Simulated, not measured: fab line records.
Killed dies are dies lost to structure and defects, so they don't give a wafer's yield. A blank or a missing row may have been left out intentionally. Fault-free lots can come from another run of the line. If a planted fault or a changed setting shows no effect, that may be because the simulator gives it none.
8D (eight disciplines) problem report, filled in by code | flow nand_harc | the parts of the form that need people (team, actions taken, sign-off) are left out

1. WHAT WENT WRONG
At NHARC_A_SGD_CUT_ETCH_58, oes_product_au averages 0.847 a.u. over 6 wafers from 2 lots, while fault-free wafers read 1.000 a.u., standard deviation 0.012. That is -13 standard deviations from the usual mean.
The step: etches the open film in CF4, target depth 39 nm, time 65 s.
Seen first at day 24 03:42 on rie_diel-09, wafer L317.1. The record has a number at this step for 36 wafers belonging to 12 lots. Rule for "out", or "out of limits": more than 4 standard deviations from the usual mean. All remaining wafers that have a number are taken as sound.

2. WHAT IT IS AND WHAT IT IS NOT
question                    | is                     | is not
which readings at this step | oes_product_au         | cf4_flow_sccm, drypump_motor_current_A, rf_vpp_V, showerhead_plenum_p_Torr
which lots                  | L317, L320             | L308, L309, L311, L321, L322, L325, L326, L327, L329, L330
which wafers of those lots  | all that have a number | -
read on which tools         | rie_diel-09            | rie_diel-05, rie_diel-06
when                        | from day 24 03:42      | up to then (9 sound wafers); but 21 sound wafers of L321, L322, L325, L326, L327, L329, L330 came after

3. THE SUSPECTS, EACH WITH WHAT RULES IT OUT
Counting: a tool at a process step up to the reading stays a suspect if it ran every lot that is out and no sound lot after the first of them.
- cmp-04 at NHARC_A_STAIRCASE_CMP_450 (polishes SiO2, target thk 200 nm): ruled out as a lasting fault. The sound lots L322, L326, L330 went through it after L317, its earliest lot that is out (day 24 00:59).
- rie_diel-09 at NHARC_A_SGD_CUT_ETCH_58 (etches the open film in CF4, target depth 39 nm, time 65 s): ruled out as a lasting fault. The sound lots L327, L330 went through it after L317, its earliest lot that is out (day 24 03:42).
Left after counting: nothing in the record.

4. THE CAUSE (what the simulator had put in)
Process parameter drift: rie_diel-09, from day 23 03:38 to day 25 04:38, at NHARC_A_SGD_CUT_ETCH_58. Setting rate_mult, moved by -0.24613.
Counting ruled it out, wrongly.

5. SEQUENCE OF EFFECTS, ordered by route
Rows list readings where the struck wafers' mean (over those with a number) sits beyond 3 standard deviations from the usual. Readings are gone through only where the record gives a usual standard deviation; hours: the median, over the lots, of the time from a lot's start at the first step in this table giving one to that lot's start at this step; sigmas: the change measured in usual standard deviations.
hours | step                    | reading        | usual      | on struck wafers | change | sigmas
0     | NHARC_A_SGD_CUT_ETCH_58 | oes_product_au | 1.000 a.u. | 0.847            | -0.153 | -13
The process steps in it:
- NHARC_A_SGD_CUT_ETCH_58: etches the open film in CF4, target depth 39 nm, time 65 s.
At these later measuring or inspecting steps, every struck wafer for which the step has a row has a number for every such reading, and none has moved that far: NHARC_END_SORT_01.

6. HOW IT WOULD HAVE BEEN CAUGHT EARLIER
First out-of-limits reading in this record: day 24 03:42, which is 24 hours after fault onset at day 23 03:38.
